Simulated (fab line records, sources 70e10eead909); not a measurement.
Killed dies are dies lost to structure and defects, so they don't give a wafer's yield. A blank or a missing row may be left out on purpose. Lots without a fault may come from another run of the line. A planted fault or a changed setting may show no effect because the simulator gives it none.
A struck lot beside a sound one | flow nand_harc | 15 steps out of a route of 1302
Sound: wafers L441.4, L441.5, L441.6. Struck: wafers L443.1, L443.2, L443.4. The cause comes at the end.
At each step with rows: each side's tool, then ch and its chambers, then its first start. Under that, the readings that differ: sound wafers | struck wafers | difference of the means | sigmas: that difference in standard deviations of wafers without a fault.
alike: readings whose means differ by less than 2 such deviations, and words and numbers that are the same on both sides. not compared: withheld readings, readings that some wafer has no value for, bounds like >300 that may hide the same value, and numbers for which the record gives no deviation and whose values overlap.
The two part at a step that has a row with sigmas, a row that says differs or no value, or rows on one side only. Numbers that don't overlap but have no deviation are shown without sigmas and don't part them. A reading that every wafer of one side lacks parts them only if that side has two wafers or more.

first, 2 steps without rows for these wafers: NHARC_A_CHANNEL_HOLE_D2_STRIP_42 (strips in CF4/CHF3); NHARC_A_CHANNEL_HOLE_D2_STRIP_43 (strips in O2/COS).
NHARC_A_CHANNEL_HOLE_D2_ETCH_44: etches the open film in CF4/O2, target depth 140 nm, overetch 14 nm, time 77 s.
  sound on rie_diel-01 ch 0,1, day 16 19:57; struck on rie_diel-01 ch 1,2,3, day 17 14:44
  reading               | sound             | struck            | difference | sigmas
  oes_product_au (a.u.) | 0.981 0.984 0.987 | 1.022 1.041 1.006 | +0.039     | +3
  alike: drypump_motor_current_A, rf_vpp_V, showerhead_plenum_p_Torr, throttle_valve_pct
  not compared: rf_hours_counter_h
NHARC_A_CHANNEL_HOLE_D2_STRIP_28: strips in O2.
  sound on rie_diel-01 ch 1,2; struck on rie_diel-01 ch 0,1,3
  alike: drypump_motor_current_A, oes_product_au, rf_vpp_V, showerhead_plenum_p_Torr, throttle_valve_pct
  not compared: rf_hours_counter_h
then, 2 steps without rows for these wafers: NHARC_A_CHANNEL_HOLE_D2_PRECLEAN_29 (cleans in SC1); NHARC_A_CHANNEL_HOLE_D2_SRD_30.
NHARC_A_CHANNEL_HOLE_D2_CD_MEAS_31:
  sound on cd_sem-01, day 16 20:45; struck on cd_sem-01, day 17 15:31
  alike: cd_nm
NHARC_A_CHANNEL_HOLE_D2_XSEM_32:
  sound on xsem-02 ch 0, day 16 20:50; struck on xsem-01 ch 0, day 17 15:37
  reading            | sound          | struck         | difference | sigmas
  tilt_deg (degrees) | 0.12 0.12 0.12 | 0.04 0.05 0.04 | -0.08      | -2
  alike: bot_cd_nm, bow_nm
NHARC_A_CHANNEL_HOLE_D2_INSPECT_40:
  sound on defect_inspect-02, day 16 20:56; struck on defect_inspect-02, day 17 15:43
  alike: raw_defect_count
then, 2 steps without rows for these wafers: NHARC_A_CHANNEL_FILL_D2_PRECLEAN_00 (cleans in SC1); NHARC_A_CHANNEL_FILL_D2_SRD_01.
NHARC_A_CHANNEL_FILL_D2_ALD_02: deposits SiO2, target thk 6 nm, pulse time 10 s, ald cycles 60.
  sound on ald_hk-01 ch 2,3, day 16 21:07; struck on ald_hk-02 ch 1,2,3, day 17 15:54
  alike: heater_power_w, precursor_pulse_height_rel, susceptor_temp_C
NHARC_A_CHANNEL_FILL_D2_ALD_03: deposits SiNx, target thk 6 nm, pulse time 60 s, ald cycles 58.
  sound on ald_sin_batch-03 ch 0, day 17 00:34; struck on ald_sin_batch-02 ch 0, day 17 19:20
  reading              | sound                | struck               | difference | sigmas
  susceptor_temp_C (C) | 630.27 630.04 630.31 | 645.36 645.62 645.72 | +15.36     | +55
  alike: chamber_pressure_Torr, precursor_pulse_height_rel
NHARC_A_CHANNEL_FILL_D2_ALD_14: deposits SiO2, target thk 2.5 nm, pulse time 10 s, ald cycles 25.
  sound on ald_hk-04 ch 0,1,2, day 17 04:17; struck on ald_hk-04 ch 1,2,3, day 17 22:55
  alike: heater_power_w, precursor_pulse_height_rel, susceptor_temp_C
-- the record jumps here: 10 days lie between the struck wafers' starts before and after (it left off in module A_CHANNEL_FILL_D2 and takes up again in module END, whose first step shown is number 1302 of the route) --
NHARC_END_SORT_01:
  the record has rows for the struck wafers here (prober-02 ch 0, day 28 09:52) and none for the sound ones

WHERE THEY PART
First at NHARC_A_CHANNEL_HOLE_D2_ETCH_44; last, within this record, at NHARC_END_SORT_01.

WHY: what the simulator had put in
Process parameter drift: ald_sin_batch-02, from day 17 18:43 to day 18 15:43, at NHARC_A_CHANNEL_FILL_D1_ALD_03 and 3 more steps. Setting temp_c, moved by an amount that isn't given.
